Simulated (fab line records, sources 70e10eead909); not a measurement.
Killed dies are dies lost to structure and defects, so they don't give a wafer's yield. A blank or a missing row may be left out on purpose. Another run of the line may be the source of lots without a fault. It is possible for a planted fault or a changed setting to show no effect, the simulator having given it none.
Which tool did it? || flow nand-harc || 12 lots with 34 wafers sampled at 7 steps, on a route of 1302 steps

## WHAT EACH GAUGE READ, for each wafer
NHARC_A_CONTACT_CD_MEAS_15. Usual: cd-nm 190.2 nm, standard deviation 0.55.
{"lot": "L558", "measured": "day 22 08:01", "on": "cd-sem-03", "cd-nm (nm)": "189.2 189.5 189.4", "flag": ""}
{"lot": "L560", "measured": "day 22 21:23", "on": "cd-sem-02", "cd-nm (nm)": "189.6 189.2 189.8", "flag": ""}
{"lot": "L561", "measured": "day 22 23:40", "on": "cd-sem-02", "cd-nm (nm)": "190.5 190.5 190.4", "flag": ""}
{"lot": "L564", "measured": "day 24 22:50", "on": "cd-sem-03", "cd-nm (nm)": "190.5 190.4 190.7", "flag": ""}
{"lot": "L565", "measured": "day 25 14:38", "on": "cd-sem-01", "cd-nm (nm)": "189.3 189.6 189.4", "flag": ""}
{"lot": "L567", "measured": "day 26 05:38", "on": "cd-sem-03", "cd-nm (nm)": "189.4 189.3 190.1", "flag": ""}
{"lot": "L569", "measured": "day 27 02:53", "on": "cd-sem-01", "cd-nm (nm)": "190.4 190.2", "flag": ""}
{"lot": "L570", "measured": "day 28 01:58", "on": "cd-sem-03", "cd-nm (nm)": "189.3 189.8", "flag": ""}
{"lot": "L578", "measured": "day 30 04:02", "on": "cd-sem-02", "cd-nm (nm)": "190.4 191.1 191.1", "flag": ""}
{"lot": "L577", "measured": "day 30 10:26", "on": "cd-sem-01", "cd-nm (nm)": "189.3 189.8 189.6", "flag": ""}
{"lot": "L579", "measured": "day 30 23:38", "on": "cd-sem-02", "cd-nm (nm)": "190.8 190.8 191.1", "flag": ""}
{"lot": "L580", "measured": "day 32 18:22", "on": "cd-sem-03", "cd-nm (nm)": "190.5 190.4 190.2", "flag": ""}

NHARC_A_BLC_CD_MEAS_10: the cd target is 100 nm. Usual: cd-nm 99.8 nm, standard deviation 0.67.
{"lot": "L558", "measured": "day 22 10:57", "on": "cd-sem-02", "cd-nm (nm)": "98.0 100.2 98.9", "flag": ""}
{"lot": "L560", "measured": "day 23 00:23", "on": "cd-sem-02", "cd-nm (nm)": "100.4 100.9 100.8", "flag": ""}
{"lot": "L561", "measured": "day 23 02:29", "on": "cd-sem-01", "cd-nm (nm)": "100.5 100.3 98.8", "flag": ""}
{"lot": "L564", "measured": "day 25 02:30", "on": "cd-sem-03", "cd-nm (nm)": "98.5 99.1 99.2", "flag": ""}
{"lot": "L565", "measured": "day 25 17:26", "on": "cd-sem-03", "cd-nm (nm)": "99.8 99.9 100.3", "flag": ""}
{"lot": "L567", "measured": "day 26 08:28", "on": "cd-sem-01", "cd-nm (nm)": "98.8 99.8 100.2", "flag": ""}
{"lot": "L569", "measured": "day 27 05:43", "on": "cd-sem-01", "cd-nm (nm)": "93.1 98.4", "flag": "OFF"}
{"lot": "L570", "measured": "day 28 05:02", "on": "cd-sem-03", "cd-nm (nm)": "94.1 99.0", "flag": "OFF"}
{"lot": "L578", "measured": "day 30 07:43", "on": "cd-sem-02", "cd-nm (nm)": "99.2 99.3 99.9", "flag": ""}
{"lot": "L577", "measured": "day 30 13:25", "on": "cd-sem-03", "cd-nm (nm)": "99.3 99.5 99.8", "flag": ""}
{"lot": "L579", "measured": "day 31 02:37", "on": "cd-sem-03", "cd-nm (nm)": "99.1 100.4 100.0", "flag": ""}
{"lot": "L580", "measured": "day 32 21:19", "on": "cd-sem-02", "cd-nm (nm)": "100.8 99.9 101.4", "flag": ""}

NHARC_A_BLC_OVL_MEAS_11. Usual: overlay-x-nm 0.1 nm, standard deviation 0.99; overlay-y-nm -0.2 nm, standard deviation 0.81.
{"lot": "L558", "measured": "day 22 11:02", "on": "overlay-01", "overlay-x-nm (nm)": "-0.2 -0.6 -0.1", "overlay-y-nm (nm)": "-0.9 -1.7 -0.8", "flag": ""}
{"lot": "L560", "measured": "day 23 00:29", "on": "overlay-02", "overlay-x-nm (nm)": "-0.9 -1.0 -0.7", "overlay-y-nm (nm)": "0.5 0.7 1.2", "flag": ""}
{"lot": "L561", "measured": "day 23 02:34", "on": "overlay-02", "overlay-x-nm (nm)": "-0.6 -0.9 -0.6", "overlay-y-nm (nm)": "-0.8 -1.7 -0.9", "flag": ""}
{"lot": "L564", "measured": "day 25 02:35", "on": "overlay-01", "overlay-x-nm (nm)": "-0.6 -0.1 -0.2", "overlay-y-nm (nm)": "-0.5 -0.6 -0.7", "flag": ""}
{"lot": "L565", "measured": "day 25 17:31", "on": "overlay-01", "overlay-x-nm (nm)": "-0.3 -0.2 -0.3", "overlay-y-nm (nm)": "-0.1 -0.2 0.1", "flag": ""}
{"lot": "L567", "measured": "day 26 08:34", "on": "overlay-01", "overlay-x-nm (nm)": "0.9 1.5 1.5", "overlay-y-nm (nm)": "0.0 -0.2 -0.7", "flag": ""}
{"lot": "L569", "measured": "day 27 05:48", "on": "overlay-01", "overlay-x-nm (nm)": "0.2 0.3", "overlay-y-nm (nm)": "-0.1 0.2", "flag": ""}
{"lot": "L570", "measured": "day 28 05:07", "on": "overlay-01", "overlay-x-nm (nm)": "1.4 1.2", "overlay-y-nm (nm)": "-0.1 -0.2", "flag": ""}
{"lot": "L578", "measured": "day 30 07:47", "on": "overlay-01", "overlay-x-nm (nm)": "-1.1 -0.5 -0.8", "overlay-y-nm (nm)": "-0.3 -0.5 -0.9", "flag": ""}
{"lot": "L577", "measured": "day 30 13:30", "on": "overlay-02", "overlay-x-nm (nm)": "-1.5 -1.0 -1.0", "overlay-y-nm (nm)": "0.1 0.4 0.9", "flag": ""}
{"lot": "L579", "measured": "day 31 02:42", "on": "overlay-01", "overlay-x-nm (nm)": "-0.5 0.1 0.1", "overlay-y-nm (nm)": "-1.5 -1.5 -1.5", "flag": ""}
{"lot": "L580", "measured": "day 32 21:23", "on": "overlay-02", "overlay-x-nm (nm)": "-0.1 -0.4 -0.4", "overlay-y-nm (nm)": "0.2 0.4 0.4", "flag": ""}

NHARC_A_BLC_CD_MEAS_19. Usual: cd-nm 100.8 nm, standard deviation 2.2.
{"lot": "L558", "measured": "day 22 12:07", "on": "cd-sem-01", "cd-nm (nm)": "100.3 100.4 96.9", "flag": ""}
{"lot": "L560", "measured": "day 23 01:32", "on": "cd-sem-03", "cd-nm (nm)": "102.4 100.3 103.3", "flag": ""}
{"lot": "L561", "measured": "day 23 03:49", "on": "cd-sem-02", "cd-nm (nm)": "98.6 101.6 101.0", "flag": ""}
{"lot": "L564", "measured": "day 25 03:40", "on": "cd-sem-02", "cd-nm (nm)": "98.9 103.9 100.2", "flag": ""}
{"lot": "L565", "measured": "day 25 18:35", "on": "cd-sem-01", "cd-nm (nm)": "101.5 105.6 100.4", "flag": ""}
{"lot": "L567", "measured": "day 26 09:49", "on": "cd-sem-01", "cd-nm (nm)": "103.9 103.0 103.6", "flag": ""}
{"lot": "L569", "measured": "day 27 06:52", "on": "cd-sem-01", "cd-nm (nm)": "93.1 99.4", "flag": ""}
{"lot": "L570", "measured": "day 28 06:10", "on": "cd-sem-01", "cd-nm (nm)": "97.1 101.2", "flag": ""}
{"lot": "L578", "measured": "day 30 09:03", "on": "cd-sem-03", "cd-nm (nm)": "101.1 96.6 98.9", "flag": ""}
{"lot": "L577", "measured": "day 30 14:45", "on": "cd-sem-01", "cd-nm (nm)": "101.7 100.0 100.5", "flag": ""}
{"lot": "L579", "measured": "day 31 03:46", "on": "cd-sem-01", "cd-nm (nm)": "97.2 96.6 100.6", "flag": ""}
{"lot": "L580", "measured": "day 32 22:28", "on": "cd-sem-03", "cd-nm (nm)": "101.8 99.4 100.6", "flag": ""}

NHARC_END_SORT_01. Usual: killed-at-array 64, standard deviation 16; killed-at-other 1.0, standard deviation 1.1; killed-at-periphery 3.5, standard deviation 2.3; killed-dies 69, standard deviation 17; killed-open 3.2, standard deviation 1.6; killed-short 2.4, standard deviation 1.6.
{"lot": "L569", "measured": "day 29 02:22", "on": "prober-01", "killed-at-array": 48, "killed-at-other": 1, "killed-at-periphery": 3, "killed-dies": 52, "killed-open": 6, "killed-short": 1, "flag": ""}
{"lot": "L570", "measured": "day 30 03:11", "on": "prober-01", "killed-at-array": "44 51", "killed-at-other": "2 1", "killed-at-periphery": "1 4", "killed-dies": "47 56", "killed-open": "2 3", "killed-short": "1 1", "flag": ""}

## WHAT TOOL EACH LOT RAN ON (gives the tool, then ch and the chambers of the sampled wafers, and finally the start)
{"lot": "L558", "NHARC_A_CONTACT_ETCH_110": "rie-diel-07 ch 0,1,3, day 22 08:19", "NHARC_A_BLC_PEB_08": "litho-track-01 ch 0, day 22 10:52"}
{"lot": "L560", "NHARC_A_CONTACT_ETCH_110": "rie-diel-07 ch 0,3, day 22 21:41", "NHARC_A_BLC_PEB_08": "litho-track-04 ch 0, day 23 00:19"}
{"lot": "L561", "NHARC_A_CONTACT_ETCH_110": "rie-diel-07 ch 1,2,3, day 22 23:58", "NHARC_A_BLC_PEB_08": "litho-track-01 ch 0, day 23 02:24"}
{"lot": "L564", "NHARC_A_CONTACT_ETCH_110": "rie-diel-07 ch 0,1,3, day 24 23:07", "NHARC_A_BLC_PEB_08": "litho-track-01 ch 0, day 25 02:25"}
{"lot": "L565", "NHARC_A_CONTACT_ETCH_110": "rie-diel-07 ch 0,2,3, day 25 14:55", "NHARC_A_BLC_PEB_08": "litho-track-06 ch 0, day 25 17:21"}
{"lot": "L567", "NHARC_A_CONTACT_ETCH_110": "rie-diel-04 ch 0,3, day 26 05:56", "NHARC_A_BLC_PEB_08": "litho-track-01 ch 0, day 26 08:23"}
{"lot": "L569", "NHARC_A_CONTACT_ETCH_110": "rie-diel-04 ch 0,3, day 27 03:11", "NHARC_A_BLC_PEB_08": "litho-track-01 ch 0, day 27 05:38"}
{"lot": "L570", "NHARC_A_CONTACT_ETCH_110": "rie-diel-11 ch 2,3, day 28 02:20", "NHARC_A_BLC_PEB_08": "litho-track-01 ch 0, day 28 04:57"}
{"lot": "L578", "NHARC_A_CONTACT_ETCH_110": "rie-diel-11 ch 0,1,3, day 30 04:24", "NHARC_A_BLC_PEB_08": "litho-track-06 ch 0, day 30 07:38"}
{"lot": "L577", "NHARC_A_CONTACT_ETCH_110": "rie-diel-07 ch 1,2,3, day 30 10:44", "NHARC_A_BLC_PEB_08": "litho-track-01 ch 0, day 30 13:20"}
{"lot": "L579", "NHARC_A_CONTACT_ETCH_110": "rie-diel-04 ch 0,1, day 30 23:56", "NHARC_A_BLC_PEB_08": "litho-track-01 ch 0, day 31 02:32"}
{"lot": "L580", "NHARC_A_CONTACT_ETCH_110": "rie-diel-07 ch 0,1,2, day 32 18:39", "NHARC_A_BLC_PEB_08": "litho-track-06 ch 0, day 32 21:14"}
- NHARC_A_CONTACT_ETCH_110: etches the open film in CF4/O2, target depth 60 nm, overetch 6 nm, time 33 s.
- NHARC_A_BLC_PEB_08: peb time 65 s.

## AS READ BY THE TOOLS THEMSELVES (means over the sampled wafers that have a number; for cases with no such wafer, the mark the record gives instead)
NHARC_A_CONTACT_ETCH_110. Usual: drypump-motor-current-A 5.9 A, standard deviation 0.34; oes_f_703_au 1.000 a.u., standard deviation 0.0044; oes-product-au 1.003 a.u., standard deviation 0.0089; rf-vpp-V 198.5 V, standard deviation 1.3; showerhead-plenum-p-Torr 1.36 Torr, standard deviation 0.055; throttle-valve-pct 13.397 %, standard deviation 0.0098.
{"lot": "L558", "tool": "rie-diel-07", "drypump-motor-current-A (A)": 6.1, "oes_f_703_au (a.u.)": 0.999, "oes-product-au (a.u.)": 1.006, "rf-vpp-V (V)": 199.2, "showerhead-plenum-p-Torr (Torr)": 1.38, "throttle-valve-pct (%)": 13.398, "flag": ""}
{"lot": "L560", "tool": "rie-diel-07", "drypump-motor-current-A (A)": 6.2, "oes_f_703_au (a.u.)": 1.000, "oes-product-au (a.u.)": 1.006, "rf-vpp-V (V)": 198.7, "showerhead-plenum-p-Torr (Torr)": 1.38, "throttle-valve-pct (%)": 13.382, "flag": ""}
{"lot": "L561", "tool": "rie-diel-07", "drypump-motor-current-A (A)": 6.1, "oes_f_703_au (a.u.)": 1.001, "oes-product-au (a.u.)": 1.008, "rf-vpp-V (V)": 198.8, "showerhead-plenum-p-Torr (Torr)": 1.40, "throttle-valve-pct (%)": 13.393, "flag": ""}
{"lot": "L564", "tool": "rie-diel-07", "drypump-motor-current-A (A)": 6.1, "oes_f_703_au (a.u.)": 1.001, "oes-product-au (a.u.)": 1.009, "rf-vpp-V (V)": 199.2, "showerhead-plenum-p-Torr (Torr)": 1.38, "throttle-valve-pct (%)": 13.396, "flag": ""}
{"lot": "L565", "tool": "rie-diel-07", "drypump-motor-current-A (A)": 6.2, "oes_f_703_au (a.u.)": 1.001, "oes-product-au (a.u.)": 1.003, "rf-vpp-V (V)": 199.6, "showerhead-plenum-p-Torr (Torr)": 1.39, "throttle-valve-pct (%)": 13.408, "flag": ""}
{"lot": "L567", "tool": "rie-diel-04", "drypump-motor-current-A (A)": 5.5, "oes_f_703_au (a.u.)": 0.998, "oes-product-au (a.u.)": 1.014, "rf-vpp-V (V)": 197.0, "showerhead-plenum-p-Torr (Torr)": 1.27, "throttle-valve-pct (%)": 13.400, "flag": ""}
{"lot": "L569", "tool": "rie-diel-04", "drypump-motor-current-A (A)": 5.7, "oes_f_703_au (a.u.)": 0.998, "oes-product-au (a.u.)": 1.006, "rf-vpp-V (V)": 197.7, "showerhead-plenum-p-Torr (Torr)": 1.28, "throttle-valve-pct (%)": 13.395, "flag": ""}
{"lot": "L570", "tool": "rie-diel-11", "drypump-motor-current-A (A)": 5.7, "oes_f_703_au (a.u.)": 1.000, "oes-product-au (a.u.)": 0.996, "rf-vpp-V (V)": 200.2, "showerhead-plenum-p-Torr (Torr)": 1.44, "throttle-valve-pct (%)": 13.396, "flag": ""}
{"lot": "L578", "tool": "rie-diel-11", "drypump-motor-current-A (A)": 6.0, "oes_f_703_au (a.u.)": 1.001, "oes-product-au (a.u.)": 0.987, "rf-vpp-V (V)": 198.5, "showerhead-plenum-p-Torr (Torr)": 1.36, "throttle-valve-pct (%)": 13.408, "flag": ""}
{"lot": "L577", "tool": "rie-diel-07", "drypump-motor-current-A (A)": 6.1, "oes_f_703_au (a.u.)": 1.001, "oes-product-au (a.u.)": 1.000, "rf-vpp-V (V)": 199.1, "showerhead-plenum-p-Torr (Torr)": 1.39, "throttle-valve-pct (%)": 13.401, "flag": ""}
{"lot": "L579", "tool": "rie-diel-04", "drypump-motor-current-A (A)": 5.3, "oes_f_703_au (a.u.)": 1.001, "oes-product-au (a.u.)": 0.996, "rf-vpp-V (V)": 197.1, "showerhead-plenum-p-Torr (Torr)": 1.30, "throttle-valve-pct (%)": 13.392, "flag": ""}
{"lot": "L580", "tool": "rie-diel-07", "drypump-motor-current-A (A)": 6.0, "oes_f_703_au (a.u.)": 1.000, "oes-product-au (a.u.)": 0.996, "rf-vpp-V (V)": 199.1, "showerhead-plenum-p-Torr (Torr)": 1.40, "throttle-valve-pct (%)": 13.400, "flag": ""}

NHARC_A_BLC_PEB_08. Usual: heater-power-total-W 156.6 W, standard deviation 0.4.
{"lot": "L558", "tool": "litho-track-01", "heater-power-total-W (W)": 157.1, "flag": ""}
{"lot": "L560", "tool": "litho-track-04", "heater-power-total-W (W)": 156.8, "flag": ""}
{"lot": "L561", "tool": "litho-track-01", "heater-power-total-W (W)": 156.9, "flag": ""}
{"lot": "L564", "tool": "litho-track-01", "heater-power-total-W (W)": 156.7, "flag": ""}
{"lot": "L565", "tool": "litho-track-06", "heater-power-total-W (W)": 156.8, "flag": ""}
{"lot": "L567", "tool": "litho-track-01", "heater-power-total-W (W)": 156.8, "flag": ""}
{"lot": "L569", "tool": "litho-track-01", "heater-power-total-W (W)": 163.1, "flag": "OFF"}
{"lot": "L570", "tool": "litho-track-01", "heater-power-total-W (W)": 162.9, "flag": "OFF"}
{"lot": "L578", "tool": "litho-track-06", "heater-power-total-W (W)": 156.7, "flag": ""}
{"lot": "L577", "tool": "litho-track-01", "heater-power-total-W (W)": 156.7, "flag": ""}
{"lot": "L579", "tool": "litho-track-01", "heater-power-total-W (W)": 156.6, "flag": ""}
{"lot": "L580", "tool": "litho-track-06", "heater-power-total-W (W)": 156.4, "flag": ""}

## THE ANSWER, worked out from the rows above alone
Rule: lot off if the mean of its wafers having a number is beyond 3 standard deviations from the usual mean. A lot without any number at a reading at which 4 lots or more have one is off too. Any other lot the step has rows for is counted as sound. After the gauges, taken in route order, come the tools' own readings; for these a lot's mean is taken, as printed above. At the first step where some lot is off, the reading lying furthest off is the one used; lots without a number count as furthest.
Off, at NHARC_A_BLC_CD_MEAS_10 on cd-nm: L569, L570.
A tool fits if, at a process step before that reading, it ran every lot that is off, and no sound lot after the first of them. Not tried: the gauges at NHARC_A_BLC_CD_MEAS_10; whatever is off there is also off at NHARC_A_BLC_PEB_08, on other tools, and gauge error can't account for it. No candidate that was tried fits.

## WHAT THE SIMULATOR PUT IN
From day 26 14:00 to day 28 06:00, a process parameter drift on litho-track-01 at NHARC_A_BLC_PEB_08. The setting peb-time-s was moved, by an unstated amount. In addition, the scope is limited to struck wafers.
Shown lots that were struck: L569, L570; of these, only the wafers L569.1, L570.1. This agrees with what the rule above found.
